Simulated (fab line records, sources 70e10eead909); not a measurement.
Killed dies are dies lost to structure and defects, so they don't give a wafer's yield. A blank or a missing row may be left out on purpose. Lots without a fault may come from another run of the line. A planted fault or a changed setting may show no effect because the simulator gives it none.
Chamber matching | flow nand_harc | NHARC_P_M0_PRE_CLEAN_31 on pecvd-02: 3 sister chambers
The step time 12 s. 16 wafers are shown with their chamber, then 8 later ones without.

WAFERS WITH THEIR CHAMBER
wafer  | chamber | heater_power_w (W)
L075.2 | 1       | 837
L075.5 | 0       | 727
L075.6 | 1       | 838
L078.1 | 0       | 748
L078.2 | 2       | 696
L078.3 | 1       | 680
L082.2 | 2       | 643
L082.3 | 1       | 782
L082.5 | 2       | 655
L083.2 | 0       | 651
L083.3 | 1       | 772
L083.4 | 0       | 668
L094.2 | 2       | 655
L094.3 | 0       | 709
L094.6 | 2       | 656
L092.1 | 2       | 679

SIGNATURES (means of the wafers above)
reading        | chamber 0 | chamber 1 | chamber 2 | scatter within a chamber
heater_power_w | 700.60    | 781.80    | 664.00    | 44
Rule: a wafer's distance from a chamber is the root of the sum, over the readings, of the square of ((its reading less the chamber's mean) divided by the reading's scatter). The wafer belongs to the nearest chamber; if the next one is less than 2 further off, it can't be placed. The scatter: the root of (the sum of the squares of (reading less its chamber's mean) over the shown wafers, divided by (wafers less chambers)).

WAFERS WITHOUT THEIR CHAMBER
wafer  | heater_power_w (W)
L092.2 | 703
L092.4 | 666
L093.3 | 561
L093.5 | 688
L093.6 | 691
L095.1 | 662
L095.2 | 764
L095.5 | 763

WHICH CHAMBER EACH WENT THROUGH
wafer  | from the rows above          | in truth
L092.2 | can't be placed: 0 or 2 or 1 | 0
L092.4 | can't be placed: 2 or 0      | 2
L093.3 | can't be placed: 2 or 0      | 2
L093.5 | can't be placed: 0 or 2 or 1 | 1
L093.6 | can't be placed: 0 or 2 or 1 | 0
L095.1 | can't be placed: 2 or 0      | 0
L095.2 | can't be placed: 1 or 0 or 2 | 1
L095.5 | can't be placed: 1 or 0 or 2 | 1
Placed correctly: 0 of 8. Can't be placed from these rows: 8 (the true chamber is among the candidates in 8). Placed wrongly: 0.
